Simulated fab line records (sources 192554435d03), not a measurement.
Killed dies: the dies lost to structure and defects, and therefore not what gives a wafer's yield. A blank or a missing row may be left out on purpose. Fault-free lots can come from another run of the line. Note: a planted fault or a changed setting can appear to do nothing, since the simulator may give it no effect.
fab line records	flow n5-finfet
record: lots: 24	wafers: 72	last-day: 19
route steps=1938 shown BEOL_M9@1421
lots that met no fault: taken from a fault-free run of the same line
start-h: hours from the record's first day to the start of the lot's first wafer shown	wait-h: hours elapsed since this lot's preceding step	" unchanged from the row above	L1.1+2: a single row standing in for several wafers	- no value present, or no start provided	* or withheld: withheld	< > ~ a bound
route shown NAME@n: names a module that has steps shown in the file, with the first one's number in the route	usual: the fault-free wafers' mean and standard deviation	same: alike in all rows	chamber/n: place in a boat	sites: per-site readings	_std_site: the standard deviation of these	_edge_site: outer sites' mean less inner sites'	radius-mm: how far each site lies from the wafer's centre	mask NAME#n: copy n	behind: the tool/chamber that last shaped the wafer	hold: reason for holding the lot/hours on hold/outcome of the hold	device: whichever transistor did not switch (one of n, p or np)	end of line: the same wafers' tests at the end of the route	a step with no rows: only its recipe	killed: the dies lost at the first sort to structure and to defects; this is not the yield of the wafer	map: dies across one wafer; x = killed, . = not, _ = none there
set.NAME: the setting the step ran with; set.NAME@STEP: the setting that earlier step ran with	model.NAME: the simulator's own value behind a step, which no gauge read
one table for each step of the route and one row for each wafer, over a sample of lots
services: from which hour (start-h, from the record's first day; less than 0 if before it) a tool's chamber was out of use, for how many hours, and why
== steps ==
step: N5_BEOL_M9_STRIP_67
recipe: chemistry: CF4	resist: SiARC	power-w: 300	bias-power-w: 75	pressure-mtorr: 50	cf4-flow-sccm: 150	rf-frequency-hz: 6e+07
usual: drypump-motor-current-A: 5.9/0.38	oes-product-au: 0.79/0.086	rf-vpp-V: 270.9/1.6	showerhead-plenum-p-Torr: 1.78/0.062	throttle-valve-pct: 13.63/0.27
lot.wafer	tool	chamber	start-h	wait-h	drypump-motor-current-A	oes-product-au	rf-hours-counter-h	rf-vpp-V	showerhead-plenum-p-Torr	throttle-valve-pct
L074.4	rie-diel-04	0	228.50	0.0	5.9	0.74	162	269.6	1.72	13.45
L074.5	"	2	"	"	6.2	0.94	-	271.0	1.76	13.12
L074.6	"	3	"	"	6.4	0.76	-	269.1	1.66	13.77
L075.1	rie-diel-04	1	240.60	0.0	5.2	0.76	142	271.2	1.74	13.52
L075.2	"	3	"	"	6.5	0.76	152	267.7	1.66	13.79
L075.4	"	2	"	"	6.2	0.93	17	269.8	1.76	13.12
L076.1	rie-diel-06	3	248.05	0.0	6.2	0.76	155	270.8	1.79	13.79
L076.3	"	1	"	"	6.2	0.85	39	270.7	1.83	13.69
L076.4	"	2	"	"	6.1	0.68	237	273.1	1.84	14.00
L077.1	rie-diel-05	2	248.18	0.0	5.1	0.80	117	271.4	1.81	13.72
L077.2	"	0	"	"	5.9	0.72	209	271.2	1.85	13.99
L077.3	"	1	"	"	5.6	0.71	209	272.2	1.84	13.50
L078.2	rie-diel-04	0	251.57	0.0	5.9	0.73	170	268.0	1.72	13.48
L078.4	"	0	"	"	5.9	0.74	-	269.7	1.72	13.48
L078.5	"	2	"	"	6.2	0.92	-	268.9	1.76	13.12
L080.1	rie-diel-05	2	259.20	0.0	5.1	0.79	121	272.1	1.81	13.76
L080.2	"	3	"	"	5.7	0.92	15	273.3	1.90	13.17
L080.6	"	3	"	"	5.7	0.92	-	274.8	1.90	13.16
L081.1	rie-diel-05	1	267.32	0.0	5.6	0.71	214	271.3	1.84	13.51
L081.3	"	3	"	"	5.8	0.91	18	271.5	1.90	13.17
L081.4	"	2	"	"	5.1	0.79	123	272.3	1.81	13.76
L079.2	rie-diel-04	2	280.28	0.0	6.3	0.90	31	271.0	1.75	13.17
L079.3	"	0	"	"	5.9	0.73	181	269.4	1.72	13.48
L079.6	"	2	"	"	6.3	0.90	-	270.0	1.75	13.14
L082.2	rie-diel-06	0	285.92	0.0	6.1	0.74	176	271.2	1.79	13.87
L082.3	"	2	"	"	6.2	0.68	249	272.3	1.84	14.02
L082.4	"	1	"	"	6.2	0.84	52	272.2	1.82	13.72
L083.1	rie-diel-04	2	290.63	0.0	6.2	0.89	35	271.1	1.75	13.16
L083.4	"	0	"	"	5.9	0.73	184	269.5	1.72	13.51
L083.6	"	3	"	"	6.4	0.74	-	268.8	1.66	13.82
L084.3	rie-diel-04	0	297.34	0.0	5.9	0.72	186	269.6	1.72	13.50
L084.5	"	0	"	"	5.9	0.72	-	269.8	1.72	13.51
L084.6	"	1	"	"	5.2	0.76	-	270.0	1.73	13.56
L087.1	rie-diel-04	1	300.47	0.0	5.3	0.76	156	269.7	1.73	13.56
L087.3	"	2	"	"	6.2	0.88	38	270.2	1.75	13.15
L087.6	"	2	"	"	6.2	0.88	-	270.4	1.75	13.16
L085.4	rie-diel-06	0	313.18	0.0	6.1	0.72	-	270.3	1.79	13.87
L085.5	"	3	"	"	6.2	0.74	-	270.5	1.79	13.84
L085.6	"	2	"	"	6.1	0.99	-	271.2	1.84	13.45
L088.2	rie-diel-06	2	314.44	0.0	6.2	0.99	4	271.6	1.84	13.44
L088.4	"	2	"	"	6.2	1.00	-	272.4	1.84	13.45
L088.6	"	0	"	"	6.1	0.74	-	271.1	1.79	13.88
L089.1	rie-diel-06	3	322.71	0.0	6.2	0.75	181	269.7	1.78	13.85
L089.4	"	2	"	"	6.1	0.98	7	272.0	1.84	13.43
L089.6	"	0	"	"	6.1	0.73	-	270.4	1.79	13.89
L086.1	rie-diel-06	3	322.96	0.0	6.2	0.75	181	271.9	1.78	13.84
L086.4	"	0	"	"	6.1	0.73	191	273.0	1.79	13.89
L086.5	"	1	"	"	6.2	0.84	-	272.0	1.82	13.74
L091.4	rie-diel-05	1	327.18	0.0	5.5	0.70	231	272.9	1.84	13.54
L091.5	"	0	"	"	5.9	0.69	-	272.7	1.84	14.03
L091.6	"	1	"	"	5.5	0.70	-	272.5	1.84	13.57
L090.2	rie-diel-06	1	345.55	0.0	6.2	0.82	70	271.7	1.82	13.75
L090.3	"	2	"	"	6.2	0.95	14	271.7	1.83	13.47
L090.4	"	0	"	"	6.1	0.72	198	271.3	1.78	13.89
L095.2	rie-diel-06	1	349.59	0.0	6.2	0.82	70	272.9	1.82	13.76
L095.3	"	3	"	"	6.2	0.74	189	270.9	1.78	13.86
L095.6	"	2	"	"	6.2	0.95	-	271.3	1.83	13.46
L092.1	rie-diel-05	0	349.75	0.0	5.9	0.69	239	271.5	1.84	14.05
L092.2	"	2	"	"	5.1	0.77	149	271.6	1.80	13.80
L092.5	"	0	"	"	5.9	0.69	-	272.3	1.84	14.05
L093.2	rie-diel-05	1	350.05	0.0	5.6	0.70	239	272.2	1.83	13.57
L093.4	"	2	"	"	5.1	0.78	149	271.5	1.80	13.80
L093.5	"	3	"	"	5.7	0.87	-	273.5	1.89	13.25
L094.2	rie-diel-04	1	371.80	0.0	5.3	0.74	178	268.9	1.73	13.61
L094.4	"	2	"	"	6.2	0.86	60	269.4	1.75	13.21
L094.5	"	1	"	"	5.3	0.74	-	271.1	1.73	13.60
L096.3	rie-diel-06	0	378.38	0.0	6.1	0.72	206	271.1	1.78	13.94
L096.4	"	3	"	"	6.2	0.73	196	271.3	1.78	13.87
L096.6	"	0	"	"	6.1	0.72	-	270.8	1.78	13.93
L097.3	rie-diel-04	1	388.09	0.0	5.3	0.74	184	269.1	1.72	13.62
L097.4	"	3	"	"	6.4	0.72	202	268.6	1.65	13.89
L097.5	"	3	"	"	6.4	0.72	-	267.2	1.65	13.90
step: N5_BEOL_M9_OVL_MEAS_29
recipe: points-per-wafer: 522
usual: V8_OVL: 0.4/0.68
lot.wafer	tool	chamber	start-h	wait-h	V8_OVL[nm]
L074.4	overlay-01	0	230.59	0.0	1.5
L074.5	"	0	"	"	1.0
L074.6	"	0	"	"	1.0
L075.1	overlay-02	0	241.35	0.0	1.2
L075.2	"	0	"	"	0.1
L075.4	"	0	"	"	0.3
L077.1	overlay-02	0	250.07	0.0	0.3
L077.2	"	0	"	"	0.2
L077.3	"	0	"	"	-0.7
L076.1	overlay-01	0	250.11	0.0	0.9
L076.3	"	0	"	"	0.5
L076.4	"	0	"	"	0.1
L078.2	overlay-02	0	253.26	0.0	-0.5
L078.4	"	0	"	"	-0.9
L078.5	"	0	"	"	0.0
L080.1	overlay-02	0	261.57	0.0	0.6
L080.2	"	0	"	"	0.6
L080.6	"	0	"	"	0.1
L081.1	overlay-01	0	269.73	0.0	0.5
L081.3	"	0	"	"	0.5
L081.4	"	0	"	"	0.8
L079.2	overlay-01	0	284.34	0.0	0.6
L079.3	"	0	"	"	0.6
L079.6	"	0	"	"	1.6
L082.2	overlay-02	0	286.94	0.0	-1.4
L082.3	"	0	"	"	-0.4
L082.4	"	0	"	"	-0.4
L083.1	overlay-02	0	291.20	0.0	-0.4
L083.4	"	0	"	"	0.8
L083.6	"	0	"	"	0.3
L084.3	overlay-01	0	298.65	0.0	0.8
L084.5	"	0	"	"	1.7
L084.6	"	0	"	"	0.8
L087.1	overlay-02	0	301.30	0.0	0.2
L087.3	"	0	"	"	0.5
L087.6	"	0	"	"	0.9
L085.4	overlay-01	0	315.85	0.0	1.1
L085.5	"	0	"	"	0.8
L085.6	"	0	"	"	-0.5
L088.2	overlay-02	0	315.88	0.0	-0.3
L088.4	"	0	"	"	0.1
L088.6	"	0	"	"	-0.1
L086.1	overlay-01	0	325.28	0.0	0.2
L086.4	"	0	"	"	1.2
L086.5	"	0	"	"	0.7
L089.1	overlay-01	0	325.45	0.0	0.2
L089.4	"	0	"	"	1.3
L089.6	"	0	"	"	0.9
L091.4	overlay-01	0	329.66	0.0	0.7
L091.5	"	0	"	"	0.8
L091.6	"	0	"	"	0.2
L090.2	overlay-01	0	348.43	0.0	1.1
L090.3	"	0	"	"	0.7
L090.4	"	0	"	"	1.4
L095.2	overlay-02	0	350.18	0.0	0.8
L095.3	"	0	"	"	1.5
L095.6	"	0	"	"	0.6
L092.1	overlay-01	0	350.33	0.0	0.5
L092.2	"	0	"	"	1.0
L092.5	"	0	"	"	0.5
L093.2	overlay-02	0	353.10	0.0	0.6
L093.4	"	0	"	"	1.3
L093.5	"	0	"	"	-0.4
L094.2	overlay-02	0	372.80	0.0	0.5
L094.4	"	0	"	"	0.4
L094.5	"	0	"	"	0.1
L096.3	overlay-01	0	381.35	0.0	-0.7
L096.4	"	0	"	"	-0.6
L096.6	"	0	"	"	-1.3
L097.3	overlay-01	0	390.24	0.0	0.5
L097.4	"	0	"	"	0.4
L097.5	"	0	"	"	0.3
step: N5_BEOL_M9_ETCH_76
recipe: chemistry: N2/H2	target: underlayer	target-depth-a: 65	mask-material: CAR-EUV	time-s: 5.2	ion-energy-ev: 200	pressure-mtorr: 30	source-w: 840	bias-w: 150	n2-flow-sccm: 200	h2-flow-sccm: 200	ends: cleared
usual: drypump-motor-current-A: 5.9/0.38	etch-rf-on-time-s: 5.21/0.099	oes-product-au: 0.67/0.073	rf-vpp-V: 524.6/2.5	showerhead-plenum-p-Torr: 2.57/0.078	throttle-valve-pct: 17.99/0.26
lot.wafer	tool	chamber	start-h	wait-h	drypump-motor-current-A	etch-rf-on-time-s	oes-product-au	rf-hours-counter-h	rf-vpp-V	showerhead-plenum-p-Torr	throttle-valve-pct
L074.4	rie-diel-06	1	230.70	0.0	6.2	5.06	0.76	33	526.2	2.60	18.11
L074.5	"	1	"	"	6.2	5.09	0.75	-	526.0	2.60	18.13
L074.6	"	0	"	"	6.1	5.21	0.64	-	524.3	2.54	18.04
L075.1	rie-diel-05	0	241.89	0.0	5.9	5.30	0.60	207	525.1	2.63	18.22
L075.2	"	3	"	"	5.7	5.11	0.81	9	529.0	2.71	17.39
L075.4	"	2	"	"	5.1	5.23	0.68	115	524.9	2.57	18.16
L077.1	rie-diel-05	0	250.21	0.0	5.9	5.34	0.59	209	525.6	2.63	18.25
L077.2	"	2	"	"	5.1	5.28	0.67	117	523.6	2.57	18.19
L077.3	"	1	"	"	5.6	5.20	0.61	209	525.1	2.63	17.80
L076.1	rie-diel-06	1	250.24	0.0	6.2	5.06	0.74	40	524.1	2.60	18.12
L076.3	"	0	"	"	6.2	5.17	0.63	164	524.5	2.54	18.05
L076.4	"	3	"	"	6.2	5.22	0.65	155	522.1	2.54	18.03
L078.2	rie-diel-05	1	253.38	0.0	5.6	5.26	0.60	210	525.5	2.63	17.81
L078.4	"	2	"	"	5.1	5.26	0.67	118	525.3	2.57	18.18
L078.5	"	2	"	"	5.1	5.28	0.67	-	524.6	2.57	18.19
L080.1	rie-diel-06	3	261.70	0.0	6.2	5.22	0.65	159	523.5	2.54	18.07
L080.2	"	2	"	"	6.2	5.42	0.57	242	527.1	2.61	18.25
L080.6	"	2	"	"	6.2	5.40	0.57	-	526.6	2.61	18.27
L081.1	rie-diel-04	2	270.26	0.0	6.3	5.12	0.78	27	521.6	2.49	17.61
L081.3	"	3	"	"	6.4	5.22	0.64	165	517.8	2.34	18.19
L081.4	"	0	"	"	5.9	5.25	0.62	178	522.4	2.42	17.70
L079.2	rie-diel-05	2	284.93	0.0	5.1	5.35	0.66	128	523.8	2.56	18.21
L079.3	"	1	"	"	5.6	5.29	0.59	220	527.5	2.63	17.82
L079.6	"	1	"	"	5.5	5.31	0.60	-	521.9	2.63	17.83
L082.2	rie-diel-06	3	287.07	0.0	6.2	5.17	0.65	167	524.6	2.54	18.08
L082.3	"	1	"	"	6.2	5.09	0.72	52	526.6	2.60	18.16
L082.4	"	2	"	"	6.2	5.36	0.57	249	525.7	2.61	18.28
L083.1	rie-diel-06	0	291.33	0.0	6.1	5.14	0.63	178	522.0	2.53	18.11
L083.4	"	0	"	"	6.1	5.19	0.63	-	523.5	2.53	18.09
L083.6	"	3	"	"	6.2	5.24	0.63	-	523.8	2.54	18.08
L084.3	rie-diel-05	3	299.19	0.0	5.7	5.15	0.78	27	530.4	2.70	17.43
L084.5	"	3	"	"	5.7	5.17	0.76	-	527.5	2.70	17.42
L084.6	"	2	"	"	5.1	5.25	0.67	-	526.3	2.56	18.19
L087.1	rie-diel-05	0	301.80	0.0	5.9	5.43	0.59	225	525.3	2.62	18.28
L087.3	"	3	"	"	5.8	5.11	0.76	29	528.3	2.70	17.41
L087.6	"	2	"	"	5.2	5.31	0.66	-	523.4	2.56	18.21
L085.4	rie-diel-06	0	315.97	0.0	6.1	5.17	0.61	-	524.6	2.53	18.09
L085.5	"	3	"	"	6.2	5.28	0.63	-	521.2	2.53	18.08
L085.6	"	2	"	"	6.2	5.24	0.85	-	524.2	2.61	17.83
L088.2	rie-diel-04	2	316.00	0.0	6.2	5.11	0.77	43	520.7	2.48	17.64
L088.4	"	1	"	"	5.3	5.13	0.63	161	521.1	2.43	17.67
L088.6	"	1	"	"	5.3	5.11	0.64	-	520.0	2.43	17.65
L086.1	rie-diel-05	1	325.44	0.0	5.6	5.22	0.58	230	526.7	2.63	17.85
L086.4	"	0	"	"	5.9	5.33	0.58	232	524.6	2.62	18.29
L086.5	"	1	"	"	5.6	5.26	0.59	-	525.7	2.62	17.84
L089.1	rie-diel-06	2	325.61	0.0	6.1	5.21	0.83	7	525.7	2.61	17.83
L089.4	"	1	"	"	6.2	4.98	0.72	63	525.7	2.59	18.19
L089.6	"	1	"	"	6.2	5.06	0.72	-	523.4	2.59	18.17
L091.4	rie-diel-06	2	329.77	0.0	6.2	5.23	0.83	9	526.2	2.61	17.82
L091.5	"	1	"	"	6.2	5.05	0.72	-	528.1	2.59	18.18
L091.6	"	2	"	"	6.1	5.18	0.83	-	525.6	2.61	17.84
L090.2	rie-diel-06	1	348.55	0.0	6.2	5.08	0.70	70	525.9	2.59	18.20
L090.3	"	0	"	"	6.1	5.17	0.61	198	520.4	2.52	18.12
L090.4	"	2	"	"	6.2	5.26	0.82	14	526.2	2.60	17.84
L095.2	rie-diel-05	3	350.30	0.0	5.8	5.13	0.74	44	528.9	2.69	17.43
L095.3	"	2	"	"	5.1	5.29	0.65	149	526.2	2.55	18.23
L095.6	"	3	"	"	5.7	5.12	0.74	-	527.2	2.69	17.44
L092.1	rie-diel-06	0	350.46	0.0	6.1	5.15	0.62	199	523.2	2.52	18.12
L092.2	"	2	"	"	6.2	5.25	0.82	14	525.7	2.60	17.84
L092.5	"	1	"	"	6.2	5.07	0.71	-	525.7	2.59	18.20
L093.2	rie-diel-06	1	353.22	0.0	6.2	5.06	0.71	71	524.9	2.59	18.23
L093.4	"	3	"	"	6.2	5.20	0.62	189	523.7	2.53	18.08
L093.5	"	2	"	"	6.2	5.19	0.82	-	523.6	2.60	17.86
L094.2	rie-diel-05	2	372.92	0.0	5.1	5.32	0.65	155	522.5	2.55	18.26
L094.4	"	1	"	"	5.6	5.23	0.59	245	527.1	2.62	17.85
L094.5	"	2	"	"	5.1	5.33	0.64	-	525.4	2.55	18.24
L096.3	rie-diel-05	0	381.47	0.0	6.0	5.33	0.57	248	526.1	2.61	18.30
L096.4	"	3	"	"	5.8	5.08	0.74	53	527.4	2.69	17.47
L096.6	"	1	"	"	5.6	5.20	0.60	-	523.5	2.62	17.87
L097.3	rie-diel-04	0	390.35	0.0	5.9	5.25	0.59	216	519.0	2.41	17.77
L097.4	"	3	"	"	6.5	5.22	0.60	-	519.5	2.32	18.27
L097.5	"	2	"	"	6.2	5.21	0.71	-	520.2	2.47	17.66
step: N5_BEOL_M9_OCD_MEAS_38
usual: trench-depth-nm: 150.8/2.5
lot.wafer	tool	chamber	start-h	wait-h	trench-depth-nm
L074.4	ocd-02	-	231.12	-	155.5
L074.5	"	-	"	"	155.0
L074.6	"	-	"	"	151.7
L075.1	ocd-02	-	242.32	-	146.8
L075.2	"	-	"	"	151.8
L075.4	"	-	"	"	149.3
L077.1	ocd-01	-	250.63	-	148.0
L077.2	"	-	"	"	149.2
L077.3	"	-	"	"	148.2
L076.1	ocd-02	-	250.66	-	155.1
L076.3	"	-	"	"	152.4
L076.4	"	-	"	"	150.2
L078.2	ocd-02	-	253.80	-	149.0
L078.4	"	-	"	"	150.9
L078.5	"	-	"	"	148.6
L080.1	ocd-02	-	262.12	-	149.8
L080.2	"	-	"	"	145.5
L080.6	"	-	"	"	145.0
L081.1	ocd-01	-	270.68	-	154.2
L081.3	"	-	"	"	150.9
L081.4	"	-	"	"	150.9
L079.2	ocd-01	-	285.35	-	149.4
L079.3	"	-	"	"	150.4
L079.6	"	-	"	"	149.9
L082.2	ocd-01	-	287.49	-	148.1
L082.3	"	-	"	"	153.5
L082.4	"	-	"	"	145.8
L083.1	ocd-02	-	291.75	-	152.3
L083.4	"	-	"	"	153.0
L083.6	"	-	"	"	149.4
L084.3	ocd-02	-	299.61	-	153.0
L084.5	"	-	"	"	153.2
L084.6	"	-	"	"	150.1
L087.1	ocd-02	-	302.23	-	145.5
L087.3	"	-	"	"	150.2
L087.6	"	-	"	"	148.9
L085.4	ocd-01	-	316.38	-	151.4
L085.5	"	-	"	"	150.3
L085.6	"	-	"	"	151.8
L088.2	ocd-02	-	316.42	-	153.9
L088.4	"	-	"	"	152.0
L088.6	"	-	"	"	152.3
L086.1	ocd-01	-	325.86	-	149.6
L086.4	"	-	"	"	145.8
L086.5	"	-	"	"	150.1
L089.1	ocd-02	-	326.03	-	152.8
L089.4	"	-	"	"	155.5
L089.6	"	-	"	"	157.0
L091.4	ocd-02	-	330.20	-	151.8
L091.5	"	-	"	"	154.5
L091.6	"	-	"	"	153.3
L090.2	ocd-02	-	348.97	-	154.8
L090.3	"	-	"	"	152.0
L090.4	"	-	"	"	151.6
L095.2	ocd-02	-	350.73	-	152.1
L095.3	"	-	"	"	150.8
L095.6	"	-	"	"	153.5
L092.1	ocd-01	-	350.88	-	152.1
L092.2	"	-	"	"	151.8
L092.5	"	-	"	"	153.9
L093.2	ocd-02	-	353.64	-	156.9
L093.4	"	-	"	"	150.7
L093.5	"	-	"	"	152.2
L094.2	ocd-01	-	373.34	-	146.9
L094.4	"	-	"	"	147.6
L094.5	"	-	"	"	146.6
L096.3	ocd-01	-	381.89	-	146.1
L096.4	"	-	"	"	150.5
L096.6	"	-	"	"	150.0
L097.3	ocd-01	-	390.78	-	149.5
L097.4	"	-	"	"	150.6
L097.5	"	-	"	"	153.1
step: N5_BEOL_M9_PRE_CLEAN_45
recipe: gas: H2/He	time-s: 30	temp-c: 250
usual: heater-power-w: 335/24
same: time-s: 30
lot.wafer	tool	chamber	start-h	wait-h	heater-power-w
L074.4	pvd-sputter-03	-	232.00	0.0	357
L074.5	"	-	"	"	359
L074.6	"	-	"	"	334
L075.1	pvd-sputter-02	-	242.98	0.0	333
L075.2	"	-	"	"	341
L075.4	"	-	"	"	304
L077.1	pvd-sputter-03	-	251.19	0.0	310
L077.2	"	-	"	"	352
L077.3	"	-	"	"	330
L076.1	pvd-sputter-03	-	251.27	0.0	335
L076.3	"	-	"	"	362
L076.4	"	-	"	"	316
L078.2	pvd-sputter-03	-	254.67	0.0	332
L078.4	"	-	"	"	316
L078.5	"	-	"	"	357
L080.1	pvd-sputter-01	-	262.99	0.0	371
L080.2	"	-	"	"	351
L080.6	"	-	"	"	338
L081.1	pvd-sputter-02	-	271.44	0.0	337
L081.3	"	-	"	"	299
L081.4	"	-	"	"	349
L079.2	pvd-sputter-02	-	286.02	0.0	343
L079.3	"	-	"	"	346
L079.6	"	-	"	"	285
L082.2	pvd-sputter-02	-	288.30	0.0	353
L082.3	"	-	"	"	341
L082.4	"	-	"	"	284
L083.1	pvd-sputter-01	-	292.40	0.0	369
L083.4	"	-	"	"	353
L083.6	"	-	"	"	373
L084.3	pvd-sputter-03	-	300.33	0.0	353
L084.5	"	-	"	"	309
L084.6	"	-	"	"	352
L087.1	pvd-sputter-02	-	303.89	0.0	286
L087.3	"	-	"	"	347
L087.6	"	-	"	"	341
L085.4	pvd-sputter-03	-	317.28	0.0	332
L085.5	"	-	"	"	307
L085.6	"	-	"	"	333
L088.2	pvd-sputter-03	-	317.36	0.0	321
L088.4	"	-	"	"	356
L088.6	"	-	"	"	326
L086.1	pvd-sputter-03	-	326.42	0.0	337
L086.4	"	-	"	"	335
L086.5	"	-	"	"	352
L089.1	pvd-sputter-03	-	326.72	0.0	359
L089.4	"	-	"	"	366
L089.6	"	-	"	"	334
L091.4	pvd-sputter-01	-	331.05	0.0	367
L091.5	"	-	"	"	373
L091.6	"	-	"	"	365
L090.2	pvd-sputter-02	-	350.00	0.0	347
L090.3	"	-	"	"	289
L090.4	"	-	"	"	290
L095.2	pvd-sputter-03	-	351.41	0.0	360
L095.3	"	-	"	"	312
L095.6	"	-	"	"	310
L092.1	pvd-sputter-01	-	351.93	0.0	359
L092.2	"	-	"	"	335
L092.5	"	-	"	"	330
L093.2	pvd-sputter-01	-	354.95	0.0	334
L093.4	"	-	"	"	382
L093.5	"	-	"	"	355
L094.2	pvd-sputter-01	-	373.95	0.0	335
L094.4	"	-	"	"	388
L094.5	"	-	"	"	337
L096.3	pvd-sputter-01	-	383.00	0.0	334
L096.4	"	-	"	"	336
L096.6	"	-	"	"	362
L097.3	pvd-sputter-01	-	391.52	0.0	352
L097.4	"	-	"	"	371
L097.5	"	-	"	"	378
step: N5_BEOL_M9_CMP_52
recipe: stop-on: SiCOH_lowk	t-overpolish-s: 7	down-force-psi: 1	platen-rpm: 50	clearing-platen-down-force-psi: 1.5	clearing-platen-rpm: 50	post-cmp-clean: cu-alkaline	target-thk-nm: 140	clearing-platen-pad-velocity-m-s: 0.99484	pad-velocity-m-s: 0.99484
usual: barrier-field-endpoint-s: 28.8/0.64	motor-current-A: 5.8/0.55	overpolish-run-s: 7.000/0.0089	pad-life-wafers: 850/600	time-to-endpoint-s: 66.2/2.4
lot.wafer	tool	chamber	start-h	wait-h	barrier-field-endpoint-s	motor-current-A	overpolish-run-s	pad-life-wafers	time-to-endpoint-s
L074.4	cmp-04	2	233.39	0.2	27.9	5.9	7.007	951	67.8
L074.5	"	3	"	"	29.0	5.8	6.996	-	65.2
L074.6	"	0	"	"	28.9	5.6	6.983	-	67.9
L075.2	cmp-01	1	244.80	0.2	29.9	5.3	6.987	1902	71.1
L075.1	"	2	"	"	29.7	5.8	6.986	1903	71.0
L075.4	"	3	"	"	30.3	6.6	7.004	1904	70.2
L077.2	cmp-04	1	252.28	0.2	29.4	5.1	7.002	1050	66.6
L077.1	"	2	"	"	29.1	5.9	7.001	1051	67.8
L077.3	"	3	"	"	28.8	5.7	7.001	1052	65.5
L076.3	cmp-03	1	252.92	0.2	28.0	6.3	7.007	2149	61.8
L076.4	"	2	"	"	29.2	5.7	7.006	2150	63.5
L076.1	"	3	"	"	29.2	5.0	7.006	2151	66.9
L078.2	cmp-04	0	256.28	0.3	29.6	5.5	7.016	1088	71.8
L078.4	"	1	"	"	29.5	5.1	6.993	1089	66.8
L078.5	"	2	"	"	28.9	6.0	6.994	-	65.6
L080.2	cmp-03	1	264.26	0.4	28.9	6.4	7.010	62	64.1
L080.1	"	2	"	"	28.8	5.5	6.999	63	63.5
L080.6	"	3	"	"	28.9	5.2	7.006	-	66.0
L081.4	cmp-01	2	273.08	0.2	29.5	5.9	6.984	49	69.6
L081.1	"	3	"	"	29.0	7.0	6.999	50	70.1
L081.3	"	0	"	"	29.2	5.5	6.995	51	67.4
L079.3	cmp-04	3	287.26	0.2	27.9	5.8	6.993	1350	64.1
L079.2	"	0	"	"	28.2	5.4	6.997	1351	64.8
L079.6	"	3	"	"	28.5	5.5	7.000	-	60.8
L082.2	cmp-01	0	289.44	0.2	28.4	6.1	6.995	174	65.8
L082.3	"	2	"	"	29.2	5.8	7.010	176	67.5
L082.4	"	3	"	"	29.0	6.5	7.016	177	66.2
L083.4	cmp-01	0	293.98	0.1	28.8	5.2	6.993	204	64.3
L083.1	"	2	"	"	29.7	5.8	6.986	206	67.4
L083.6	"	1	"	"	30.4	5.5	6.987	-	70.1
L084.3	cmp-01	3	302.73	0.2	28.6	7.1	7.006	295	67.3
L084.5	"	2	"	"	29.5	5.9	6.982	-	67.7
L084.6	"	3	"	"	29.3	7.0	6.996	-	67.0
L087.1	cmp-03	1	305.91	0.3	27.8	6.3	6.989	414	64.9
L087.3	"	2	"	"	28.5	6.0	6.993	415	68.0
L087.6	"	2	"	"	28.4	6.0	7.011	-	66.6
L085.4	cmp-01	0	318.46	0.2	27.9	5.7	7.007	440	63.9
L085.6	"	2	"	"	28.8	5.9	7.011	-	65.3
L085.5	"	3	"	"	29.0	7.1	6.992	-	66.7
L088.2	cmp-03	0	318.55	0.3	27.6	6.3	7.016	511	62.0
L088.4	"	1	"	"	27.7	6.3	7.010	512	60.8
L088.6	"	3	"	"	28.6	5.0	6.995	-	66.3
L086.1	cmp-01	3	328.14	0.3	28.5	6.7	6.998	516	68.2
L086.4	"	1	"	"	28.8	5.3	6.988	518	67.5
L086.5	"	3	"	"	28.3	7.0	7.012	-	66.5
L089.1	cmp-01	0	328.49	0.3	28.7	5.5	7.009	522	64.2
L089.4	"	1	"	"	28.7	5.1	7.003	523	66.4
L089.6	"	1	"	"	29.5	5.2	7.003	-	65.7
L091.4	cmp-03	0	332.59	0.2	28.8	6.4	6.998	621	65.4
L091.5	"	1	"	"	28.5	6.4	6.990	-	66.9
L091.6	"	2	"	"	28.1	5.7	7.002	-	61.5
L090.3	cmp-01	1	351.63	0.2	28.7	5.2	6.985	720	65.6
L090.4	"	3	"	"	28.7	6.7	7.010	722	65.3
L090.2	"	0	"	"	29.2	5.5	6.987	723	66.9
L095.3	cmp-04	3	353.25	0.2	29.5	5.8	6.999	1812	67.2
L095.2	"	2	"	"	28.4	5.8	6.995	1815	65.5
L095.6	"	0	"	"	28.9	5.6	6.996	-	64.3
L092.2	cmp-01	1	353.60	0.3	29.5	5.4	7.000	744	69.4
L092.1	"	0	"	"	29.1	6.3	7.004	747	67.0
L092.5	"	2	"	"	29.0	6.0	6.993	-	65.4
L093.2	cmp-01	0	356.11	0.2	27.1	5.7	6.998	763	61.7
L093.4	"	1	"	"	28.3	5.5	7.019	764	66.0
L093.5	"	0	"	"	28.1	5.7	6.997	-	61.0
L094.4	cmp-04	1	375.24	0.2	29.2	4.9	7.009	1993	65.1
L094.2	"	2	"	"	28.6	5.9	7.000	1994	65.9
L094.5	"	1	"	"	28.3	5.1	6.984	-	64.6
L096.4	cmp-01	0	384.56	0.1	29.8	5.5	6.982	972	64.9
L096.3	"	2	"	"	28.7	6.2	6.994	974	67.2
L096.6	"	0	"	"	28.9	5.8	6.997	-	66.1
L097.3	cmp-01	1	393.17	0.4	28.7	5.5	7.005	1086	66.7
L097.4	"	0	"	"	27.8	5.7	7.000	1089	65.2
L097.5	"	2	"	"	28.2	6.3	6.997	-	67.2
== services ==
tool	chamber	start-h	hours	kind
cmp-03	-	204.53	0.5	repair
cmp-03	-	212.65	2.6	repair
cmp-03	-	234.29	4.4	repair
cmp-04	-	236.15	6.9	repair
rie-diel-04	1	246.57	21.8	repair
cmp-01	-	249.10	0.4	repair
cmp-01	-	251.39	2.2	repair
cmp-03	-	253.11	4.0	pm
rie-diel-04	2	259.91	4.9	repair
cmp-01	-	263.06	4.0	pm
pvd-sputter-02	-	277.88	6.1	repair
rie-diel-06	2	288.97	-	clean
rie-diel-06	2	288.97	-	consumable-replace:focus-ring
pvd-sputter-03	-	298.65	1.0	repair
cmp-04	-	300.65	6.5	repair
rie-diel-06	1	310.69	9.2	repair
cmp-04	-	336.61	3.5	repair
cmp-01	-	361.70	0.2	repair
pvd-sputter-02	-	366.77	0.8	repair
pvd-sputter-01	-	376.77	2.2	repair
cmp-01	-	382.16	0.9	repair
cmp-04	-	388.13	4.0	pm
rie-diel-04	1	390.12	10.1	repair
cmp-04	-	392.13	6.9	pm
== key ==
fault none
